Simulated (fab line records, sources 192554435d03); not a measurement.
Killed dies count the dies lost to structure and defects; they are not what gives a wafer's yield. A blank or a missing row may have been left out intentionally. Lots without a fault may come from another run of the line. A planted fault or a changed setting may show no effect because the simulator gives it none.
Split-lot trial	flow n5 finfet	route with 1938 steps; 7 lots, 21 wafers read

SPLIT DETAILS
At N5_DUMMY_GATE_ETCH_31 (etches SiO2 in C4F6/O2, target depth 82.5 nm, time 27.5 s), the setting target depth a was moved away from the recipe's 825 angstrom on 7 of the 21 wafers read, by -9.8% to +11.1%. For the rest of the wafers, this setting stayed at what the recipe calls for.

The reading comes from the split's own step.

THE READING
etch.depth nm (the simulator's own value, which no gauge read), in nm, at N5_DUMMY_GATE_ETCH_31 (etches SiO2 in C4F6/O2, target depth 82.5 nm, time 27.5 s). There is no usual value for it anywhere in the file. The 14 wafers here that ran the recipe average 82.60 nm, standard deviation 1.5 nm.

wafer	tool, chamber at the split	target depth a as run, angstrom	against the recipe	etch.depth nm, nm	against lot-mates on the recipe
L074.1	rie diel-03, 2	825	recipe	82.75	-
L074.3	rie diel-03, 0	825	recipe	82.82	-
L074.5	rie diel-03, 2	825	recipe	83.3	-
L078.2	rie diel-01, 0	825	recipe	80.24	-
L078.3	rie diel-01, 3	825	recipe	81.91	-
L078.6	rie diel-01, 3	825	recipe	80.62	-
L086.2	rie diel-04, 1	744.4	-9.8%	76.71	-5.88
L086.4	rie diel-04, 0	825	recipe	82.59	-
L086.6	rie diel-04, 1	744.4	-9.8%	76.61	-5.98
L088.3	rie diel-04, 3	869	+5.3%	86.65	+3.18
L088.5	rie diel-04, 2	825	recipe	83.47	-
L088.6	rie diel-04, 3	869	+5.3%	86.95	+3.48
L090.2	rie diel-01, 2	916.6	+11.1%	94.98	+12.49
L090.4	rie diel-01, 1	825	recipe	84.29	-
L090.6	rie diel-01, 0	825	recipe	80.69	-
L091.2	rie diel-03, 1	825	recipe	80.88	-
L091.4	rie diel-03, 0	825	recipe	82.98	-
L091.6	rie diel-03, 2	888.4	+7.7%	89.01	+7.08
L095.1	rie diel-01, 2	825	recipe	84.83	-
L095.3	rie diel-01, 0	906	+9.8%	88.77	+3.82
L095.5	rie diel-01, 2	825	recipe	85.07	-

FIT RESULTS
A straight line over all 21 wafers: etch.depth nm changes by +0.764 nm for each +1% of target depth a; r = +0.92; the points scatter about the line by 1.7 nm.
The same after taking each lot's own level away (the mean of its wafers on the recipe; 21 wafers): +0.718 nm for each +1%; r = +0.92; scatter 1.6 nm.
According to that fit, moving target depth a by its largest amount changes the reading by 8 nm.
The span of the lots' own levels, 80.923 to 84.950 nm, comes to 2.7 times the standard deviation stated above.
So the lot-to-lot level changes the slope little: the two slopes agree.
Check: with one of the wafers moved furthest among these (+11.1%) left out of the fit, the line predicts +6.72 nm for it against its lot-mates. It came out at +12.5 nm against them.

OTHER SPLITS APPLIED TO THESE WAFERS
Note: prior to the reading, these wafers also went through further splits. Each is held against what the fit with the lots' levels taken away leaves over:
other split on the same wafers	wafers away from the commonest value	r with etch.depth nm (lot level and that fit taken away)
N5_PMOS_HMC_CHANNEL_EPI_COAT_03 spin rpm	6	+0.40
N5_PMOS_HMC_CHANNEL_EPI_EXPOSE_06 dose mj	8	-0.28
N5_FIN_SAQP_SPACER1_ALD_24 ald cycles	7	+0.10
N5_FIN_SAQP_ETCH_65 time s	5	+0.05
N5_FIN_CUT_CUT_ETCH_26 time s	6	+0.55
N5_DUMMY_GATE_ETCH_37 source w	6	+0.20

FILE'S OWN FIT
etch.depth nm changes by +0.761 nm for each +1% of target depth a, r = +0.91.
